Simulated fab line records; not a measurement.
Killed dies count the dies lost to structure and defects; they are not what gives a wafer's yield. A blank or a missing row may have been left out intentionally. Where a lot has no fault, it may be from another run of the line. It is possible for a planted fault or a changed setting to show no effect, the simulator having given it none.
What tool caused it? || flow nand harc || 10 lots, 30 wafers sampled, at 3 steps of a route of 1302

## WHAT THE GAUGES SHOWED, per wafer
NHARC_A_CHANNEL_FILL_D2_INSPECT_13.
{"lot": "L075", "measured": "day 14 16:01", "on": "defect inspect-01", "raw defect count": "352 252 760"}
{"lot": "L078", "measured": "day 16 00:18", "on": "defect inspect-02", "raw defect count": "331 350 363"}
{"lot": "L080", "measured": "day 16 22:15", "on": "defect inspect-01", "raw defect count": "230 236 297"}
{"lot": "L082", "measured": "day 18 13:09", "on": "defect inspect-01", "raw defect count": "351 378 265"}
{"lot": "L085", "measured": "day 19 00:34", "on": "defect inspect-01", "raw defect count": "334 289 278"}
{"lot": "L086", "measured": "day 19 18:46", "on": "defect inspect-02", "raw defect count": "440 468 657"}
{"lot": "L088", "measured": "day 20 10:13", "on": "defect inspect-02", "raw defect count": "235 346 159"}
{"lot": "L092", "measured": "day 21 15:27", "on": "defect inspect-02", "raw defect count": "354 437 575"}
{"lot": "L094", "measured": "day 22 18:43", "on": "defect inspect-02", "raw defect count": "544 451 493"}
{"lot": "L095", "measured": "day 23 14:16", "on": "defect inspect-02", "raw defect count": "410 515 390"}

## WHAT TOOL EACH LOT RAN ON (gives the tool, then ch and the chambers of the sampled wafers, and finally the start)
{"lot": "L075", "NHARC_A_CHANNEL_FILL_D2_STRIP_28": "rie diel-02 ch 0,2,3, day 13 16:23", "NHARC_A_CHANNEL_FILL_D2_RTA_24": "rtp anneal-02 ch 0, day 14 15:53"}
{"lot": "L078", "NHARC_A_CHANNEL_FILL_D2_STRIP_28": "rie diel-11 ch 1,2, day 15 00:23", "NHARC_A_CHANNEL_FILL_D2_RTA_24": "rtp anneal-01 ch 0, day 16 00:06"}
{"lot": "L080", "NHARC_A_CHANNEL_FILL_D2_STRIP_28": "rie diel-11 ch 1,2, day 15 22:36", "NHARC_A_CHANNEL_FILL_D2_RTA_24": "rtp anneal-01 ch 0, day 16 22:03"}
{"lot": "L082", "NHARC_A_CHANNEL_FILL_D2_STRIP_28": "rie diel-13 ch 0,1,3, day 17 13:43", "NHARC_A_CHANNEL_FILL_D2_RTA_24": "rtp anneal-01 ch 0, day 18 12:59"}
{"lot": "L085", "NHARC_A_CHANNEL_FILL_D2_STRIP_28": "rie diel-02 ch 2,3, day 18 00:47", "NHARC_A_CHANNEL_FILL_D2_RTA_24": "rtp anneal-01 ch 0, day 19 00:23"}
{"lot": "L086", "NHARC_A_CHANNEL_FILL_D2_STRIP_28": "rie diel-02 ch 0,2,3, day 18 19:11", "NHARC_A_CHANNEL_FILL_D2_RTA_24": "rtp anneal-01 ch 0, day 19 18:36"}
{"lot": "L088", "NHARC_A_CHANNEL_FILL_D2_STRIP_28": "rie diel-13 ch 2,3, day 19 08:41", "NHARC_A_CHANNEL_FILL_D2_RTA_24": "rtp anneal-02 ch 0, day 20 10:02"}
{"lot": "L092", "NHARC_A_CHANNEL_FILL_D2_STRIP_28": "rie diel-11 ch 0,3, day 20 15:38", "NHARC_A_CHANNEL_FILL_D2_RTA_24": "rtp anneal-01 ch 0, day 21 15:19"}
{"lot": "L094", "NHARC_A_CHANNEL_FILL_D2_STRIP_28": "rie diel-11 ch 0,1,3, day 21 18:57", "NHARC_A_CHANNEL_FILL_D2_RTA_24": "rtp anneal-02 ch 0, day 22 18:35"}
{"lot": "L095", "NHARC_A_CHANNEL_FILL_D2_STRIP_28": "rie diel-13 ch 0,2,3, day 22 14:27", "NHARC_A_CHANNEL_FILL_D2_RTA_24": "rtp anneal-01 ch 0, day 23 14:06"}
- NHARC_A_CHANNEL_FILL_D2_STRIP_28: strips in O2, time 20 s.
- NHARC_A_CHANNEL_FILL_D2_RTA_24: time 5 s.

## THE ANSWER, worked out from the rows above alone
Rule: usual is defined by the lots themselves. The widest of any qualifying gaps counts: lots, ordered by their means at a reading, are off when they make up no more than a third of the lots, leave a main group of 4 or more, and stand apart from it by 3 or more times the standard deviation of that group's means. The tables above print the reading to a certain number of digits; a main group whose means all agree to those digits is not used. Also off: a lot with no number at a reading for which 4 or more lots have one. All remaining lots with rows at the step are treated as sound.
Across all readings shown, no lot is off: no conclusion can be drawn from this.

## WHAT WAS PUT IN BY THE SIMULATOR
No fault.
